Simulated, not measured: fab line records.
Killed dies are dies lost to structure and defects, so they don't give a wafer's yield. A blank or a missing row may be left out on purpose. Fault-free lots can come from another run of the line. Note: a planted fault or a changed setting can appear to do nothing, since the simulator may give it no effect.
2 desks, one fault -- flow nandHarc -- only its own numbers are on each desk; what lay behind them is given at the end

THE DEFECT DESK
What the inspections along the route counted, lot by lot: means of the sampled wafers that have a number. If a lot's mean is further than 4 standard deviations from the usual mean, the lot is out of limits and carries the mark OUT (the distance appears in the brackets).
Columns: A = rawDefectCount at NHARC_A_CHANNEL_HOLE_D2_INSPECT_40, usual 287
lot,first seen here,A
L267,day 14 03:29,392
L268,day 14 07:52,348
L273,day 16 22:11,266
L274,day 17 06:31,1264 (+13) OUT
L277,day 18 10:13,1124 (+11) OUT
L280,day 19 13:11,205
L284,day 21 02:23,293
L285,day 21 04:32,300
L287,day 22 13:14,211
L289,day 23 04:28,229
L288,day 23 05:32,168
This desk's verdict: out of limits on L274, L277, starting with L274 at day 17 06:31 (rawDefectCount at NHARC_A_CHANNEL_HOLE_D2_INSPECT_40). L267, L268, L273, L280, L284, L285, L287, L289, L288 stayed within limits.

THE TOOL OWNER'S DESK: wetBench-06
The tool's own readings at NHARC_A_CHANNEL_HOLE_D2_PRECLEAN_29 (cleans in SC1): means of the sampled wafers that have a number, for each lot that ran on this tool. If a lot's mean is further than 4 standard deviations from the usual mean, the lot is out of limits and carries the mark OUT (the distance appears in the brackets).
Columns: A = bathGuardTempC at NHARC_A_CHANNEL_HOLE_D2_PRECLEAN_29, usual 50.0 C; B = bathHeatDutyPct at NHARC_A_CHANNEL_HOLE_D2_PRECLEAN_29, usual 7.3 %
lot,first seen here,A,B
L273,day 16 21:52,50.2,6.9
L274,day 17 06:12,50.4,7.5
L277,day 18 09:53,50.3,7.2
L284,day 21 02:04,49.6,7.0
L289,day 23 04:10,50.0,7.2
This desk's verdict: no lot among the 5 shows anything out of limits.

BROUGHT TOGETHER
The defect desk could have raised an alarm at day 17 06:31, on L274, L277.
The desk of the tool owner found nothing out of limits.
On record at the tool owner's desk: L274, L277, within its limits.
NHARC_A_CHANNEL_HOLE_D2_PRECLEAN_29 was run on wetBench-06 by each of the lots named.

WHAT THE SIMULATOR HAD PUT IN
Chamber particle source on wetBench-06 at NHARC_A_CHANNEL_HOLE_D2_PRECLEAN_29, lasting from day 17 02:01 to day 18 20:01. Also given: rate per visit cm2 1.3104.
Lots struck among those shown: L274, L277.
Hours from the fault's start to each desk's first reading out of limits: the defect desk, 4.
